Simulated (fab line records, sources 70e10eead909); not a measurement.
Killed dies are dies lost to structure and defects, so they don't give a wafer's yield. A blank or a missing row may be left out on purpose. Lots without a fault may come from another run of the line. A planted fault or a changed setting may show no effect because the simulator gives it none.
Which tool did it? | flow nand_harc | 12 lots, 36 wafers sampled, at 5 steps of a route of 1159

WHAT THE GAUGES READ, wafer by wafer
NHARC_END_SORT_01. Usual: defect_limited_yield 95.4 %, standard deviation 1.7; killed_at_array 27, standard deviation 11; killed_at_other 0.6, standard deviation 0.89; killed_at_periphery 3.0, standard deviation 2.4; killed_dies 31, standard deviation 12; killed_open 3.2, standard deviation 1.6; killed_short 2.0, standard deviation 1.5; sort_bin_2_pct 1.5 %, standard deviation 0.69; sort_bin_3_pct 0.23 %, standard deviation 0.22; sort_bin_4_pct 2.9 %, standard deviation 1.1; sort_n_pass 646, standard deviation 12; sort_rim_yield_pct 94 %, standard deviation 3.3; sort_yield_pct 95.4 %, standard deviation 1.7.
lot  | measured     | on        | defect_limited_yield (%) | killed_at_array | killed_at_other | killed_at_periphery | killed_dies | killed_open | killed_short | sort_bin_2_pct (%) | sort_bin_3_pct (%) | sort_bin_4_pct (%) | sort_n_pass | sort_rim_yield_pct (%) | sort_yield_pct (%) | flag
L128 | day 22 13:37 | prober-01 | 95.3 94.4 0              | 29 35 670       | 2 0 1           | 1 3 6               | 32 38 677   | 5 3 5       | 3 3 4        | 2.1 0.6 96.0       | 0.15 0.89 0.44     | 2.5 4.1 3.5        | 645 639 0   | 93 94 0                | 95.3 94.4 0        | OFF
L125 | day 22 22:21 | prober-02 | 97.6 0 0                 | 15 676 675      | 0 0 0           | 1 1 2               | 16 677 677  | 3 5 3       | 1 0 3        | 0.7 99.0 98.4      | 0 0.15 0           | 1.6 0.9 1.6        | 661 0 0     | 96 0 0                 | 97.6 0 0           | OFF

WHICH TOOL RAN EACH LOT (tool, then ch and the chambers of the sampled wafers, then the start)
lot  | NHARC_A_M1_PVD_21            | NHARC_HYBRID_BOND_ACTIVATE_00      | NHARC_THIN_TSV_DEP_43           | NHARC_THIN_TSV_DEGAS_49
L116 | pvd_sputter-01, day 18 03:38 | rie_diel-07 ch 1,2,3, day 18 09:50 | pecvd-02 ch 0,1,2, day 18 22:38 | pvd_sputter-01, day 19 02:19
L115 | pvd_sputter-03, day 18 06:52 | rie_diel-13 ch 0,1,3, day 18 13:16 | pecvd-01 ch 1,2, day 19 03:26   | pvd_sputter-01, day 19 07:11
L117 | pvd_sputter-01, day 18 10:23 | rie_diel-07 ch 1,2,3, day 18 16:52 | pecvd-02 ch 0,1,2, day 19 04:38 | pvd_sputter-01, day 19 08:19
L118 | pvd_sputter-03, day 18 10:58 | rie_diel-07 ch 1,2,3, day 18 17:10 | pecvd-04 ch 0,1, day 19 06:17   | pvd_sputter-02, day 19 10:02
L120 | pvd_sputter-03, day 19 00:04 | rie_diel-13 ch 0,1,2, day 19 06:40 | pecvd-02 ch 0,1,2, day 19 18:26 | pvd_sputter-01, day 19 21:59
L119 | pvd_sputter-03, day 19 03:22 | rie_diel-07 ch 1,2,3, day 19 09:37 | pecvd-01 ch 0,2, day 19 19:37   | pvd_sputter-03, day 19 23:04
L121 | pvd_sputter-01, day 19 03:59 | rie_diel-07 ch 1,2,3, day 19 10:13 | pecvd-02 ch 0,1,2, day 20 01:37 | pvd_sputter-01, day 20 05:13
L128 | pvd_sputter-03, day 21 02:19 | rie_diel-06 ch 1,2, day 21 09:38   | pecvd-04 ch 0,2, day 21 21:17   | pvd_sputter-02, day 22 01:02
L129 | pvd_sputter-02, day 21 06:24 | rie_diel-06 ch 0,1,2, day 21 12:26 | pecvd-04 ch 0,1,2, day 21 23:46 | pvd_sputter-02, day 22 03:24
L125 | pvd_sputter-03, day 21 07:28 | rie_diel-07 ch 0, day 21 13:35     | pecvd-04 ch 2, day 22 03:23     | pvd_sputter-01, day 22 07:01
L137 | pvd_sputter-02, day 23 01:52 | rie_diel-13 ch 0,3, day 23 08:12   | pecvd-02 ch 1,2, day 23 19:58   | pvd_sputter-01, day 23 23:27
L134 | pvd_sputter-02, day 23 17:58 | rie_diel-13 ch 0,2, day 24 00:03   | pecvd-02 ch 0,2, day 24 08:14   | pvd_sputter-01, day 24 11:50
- NHARC_A_M1_PVD_21: deposits Cu, target thk 30 nm, time 20.49 s.
- NHARC_HYBRID_BOND_ACTIVATE_00: chemistry N2, time 60 s.
- NHARC_THIN_TSV_DEP_43: deposits SiO2, target thk 1328.5 nm.
- NHARC_THIN_TSV_DEGAS_49: time 120 s.

WHAT THE TOOLS THEMSELVES READ (means of the sampled wafers that have a number; where no wafer has one, the mark that the record gives instead)
NHARC_A_M1_PVD_21. Usual: cathode_dc_power_W 5000.1 W, standard deviation 0.87; throttle_valve_pct 29.8 %, standard deviation 0.93.
lot  | tool           | cathode_dc_power_W (W) | throttle_valve_pct (%) | flag
L116 | pvd_sputter-01 | 5000.6                 | 30.4                   |
L115 | pvd_sputter-03 | 4998.9                 | 30.5                   |
L117 | pvd_sputter-01 | 4999.8                 | 30.3                   |
L118 | pvd_sputter-03 | 4999.6                 | 29.4                   |
L120 | pvd_sputter-03 | 5000.0                 | 30.0                   |
L119 | pvd_sputter-03 | 5000.2                 | 29.9                   |
L121 | pvd_sputter-01 | 4999.1                 | 30.5                   |
L128 | pvd_sputter-03 | 5000.7                 | 29.1                   |
L129 | pvd_sputter-02 | 4999.2                 | 29.9                   |
L125 | pvd_sputter-03 | 4999.8                 | 29.0                   |
L137 | pvd_sputter-02 | 4999.9                 | 30.0                   |
L134 | pvd_sputter-02 | 4999.8                 | 30.0                   |

NHARC_HYBRID_BOND_ACTIVATE_00. Usual: drypump_motor_current_A 5.4 A, standard deviation 0.4; oes_product_au 1.005 a.u., standard deviation 0.0097; rf_vpp_V 64.0 V, standard deviation 0.79; showerhead_plenum_p_Torr 1.75 Torr, standard deviation 0.071.
lot  | tool        | drypump_motor_current_A (A) | oes_product_au (a.u.) | rf_vpp_V (V) | showerhead_plenum_p_Torr (Torr) | flag
L116 | rie_diel-07 | 5.2                         | 1.015                 | 62.6         | 1.73                            |
L115 | rie_diel-13 | 5.5                         | 1.000                 | 64.2         | 1.74                            |
L117 | rie_diel-07 | 5.2                         | 1.013                 | 64.5         | 1.73                            |
L118 | rie_diel-07 | 5.2                         | 1.005                 | 63.2         | 1.73                            |
L120 | rie_diel-13 | 5.5                         | 0.996                 | 64.2         | 1.70                            |
L119 | rie_diel-07 | 5.2                         | 1.007                 | 64.3         | 1.73                            |
L121 | rie_diel-07 | 5.2                         | 1.007                 | 63.6         | 1.73                            |
L128 | rie_diel-06 | 5.7                         | 1.012                 | 64.0         | 1.82                            |
L129 | rie_diel-06 | 5.5                         | 1.011                 | 63.9         | 1.78                            |
L125 | rie_diel-07 | 6.3                         | 1.004                 | 63.2         | 1.84                            |
L137 | rie_diel-13 | 5.5                         | 0.988                 | 63.9         | 1.73                            |
L134 | rie_diel-13 | 5.5                         | 0.990                 | 63.1         | 1.67                            |

NHARC_THIN_TSV_DEP_43. Usual: throttle_valve_pct 16.0 %, standard deviation 0.45.
lot  | tool     | throttle_valve_pct (%) | flag
L116 | pecvd-02 | 15.7                   |
L115 | pecvd-01 | 15.9                   |
L117 | pecvd-02 | 15.8                   |
L118 | pecvd-04 | 16.0                   |
L120 | pecvd-02 | 15.8                   |
L119 | pecvd-01 | 15.8                   |
L121 | pecvd-02 | 15.9                   |
L128 | pecvd-04 | 16.3                   |
L129 | pecvd-04 | 16.4                   |
L125 | pecvd-04 | 16.5                   |
L137 | pecvd-02 | 15.6                   |
L134 | pecvd-02 | 15.9                   |

NHARC_THIN_TSV_DEGAS_49. Usual: heater_power_w 440 W, standard deviation 36.
lot  | tool           | heater_power_w (W) | flag
L116 | pvd_sputter-01 | 464                |
L115 | pvd_sputter-01 | 489                |
L117 | pvd_sputter-01 | 474                |
L118 | pvd_sputter-02 | 429                |
L120 | pvd_sputter-01 | 470                |
L119 | pvd_sputter-03 | 411                |
L121 | pvd_sputter-01 | 470                |
L128 | pvd_sputter-02 | 414                |
L129 | pvd_sputter-02 | 439                |
L125 | pvd_sputter-01 | 459                |
L137 | pvd_sputter-01 | 462                |
L134 | pvd_sputter-01 | 459                |

THE ANSWER, worked out from the rows above alone
Rule: a lot is off if the mean of its wafers that have a number lies more than 3 standard deviations from the usual mean. A lot without any number at a reading at which 4 lots or more have one is off too. The other lots that the step has rows for count as sound. The gauges are gone through in route order, then the tools' own readings, and for those a lot's mean is taken as printed above. The first step at which some lot is off is used, and at that step the reading that is off furthest; a lot without a number counts as furthest.
Off: L128, L125, at NHARC_END_SORT_01 (sort_bin_2_pct). Neither off nor sound, because the step has no rows for them: L116, L115, L117, L118, L120, L119, L121, L129, L137, L134.
A tool fits if, at a process step before that reading, it ran every lot that is off, and no sound lot after the first of them. The gauges at NHARC_END_SORT_01 are tried like those tools. Can't be told from this: 2 tools fit, pvd_sputter-03 at NHARC_A_M1_PVD_21, pecvd-04 at NHARC_THIN_TSV_DEP_43.

WHAT THE SIMULATOR HAD PUT IN
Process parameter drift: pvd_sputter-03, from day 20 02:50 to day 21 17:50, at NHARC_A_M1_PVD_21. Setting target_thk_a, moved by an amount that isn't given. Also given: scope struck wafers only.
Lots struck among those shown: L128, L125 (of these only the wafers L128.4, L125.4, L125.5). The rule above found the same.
